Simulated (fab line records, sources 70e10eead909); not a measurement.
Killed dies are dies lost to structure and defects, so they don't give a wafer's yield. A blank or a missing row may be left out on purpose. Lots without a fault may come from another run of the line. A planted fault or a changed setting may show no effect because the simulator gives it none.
Chamber matching | flow nand_harc | NHARC_A_CONTACT_DEP_58 on pecvd-04: 3 sister chambers
The step deposits SiON, target thk 60 nm. 3 wafers are shown with their chamber, then 9 later ones without.

WAFERS WITH THEIR CHAMBER
wafer  | chamber | heater_power_w (W)
L093.1 | 0       | 868
L091.4 | 1       | 890
L091.6 | 2       | 745

WAFERS WITHOUT THEIR CHAMBER
wafer  | heater_power_w (W)
L095.2 | 696
L095.4 | 839
L095.6 | 716
L092.2 | 762
L092.3 | 709
L092.6 | 782
L094.1 | 863
L094.4 | 704
L094.6 | 751

WHICH CHAMBER EACH WENT THROUGH
wafer  | from the rows above     | in truth
L095.2 | 2                       | 2
L095.4 | can't be placed: 0 or 1 | 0
L095.6 | 2                       | 2
L092.2 | 2                       | 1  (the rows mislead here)
L092.3 | 2                       | 2
L092.6 | can't be placed: 2 or 0 | 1
L094.1 | can't be placed: 0 or 1 | 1
L094.4 | 2                       | 2
L094.6 | 2                       | 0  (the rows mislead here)
Placed correctly: 4 of 9. Can't be placed from these rows: 3 (the true chamber is among the candidates in 2). Placed wrongly: 2.
How it was worked out, from the rows above alone: a wafer's distance from a chamber is the root of the sum, over the readings, of the square of ((its reading less the chamber's mean) divided by the reading's scatter). The wafer belongs to the nearest chamber; if the next one is less than 2 further off, it can't be placed. A chamber's mean is the mean of its shown wafers. The scatter: with one shown wafer a chamber, the root of the mean of the squares of how far each hidden wafer lies from its nearest shown one.
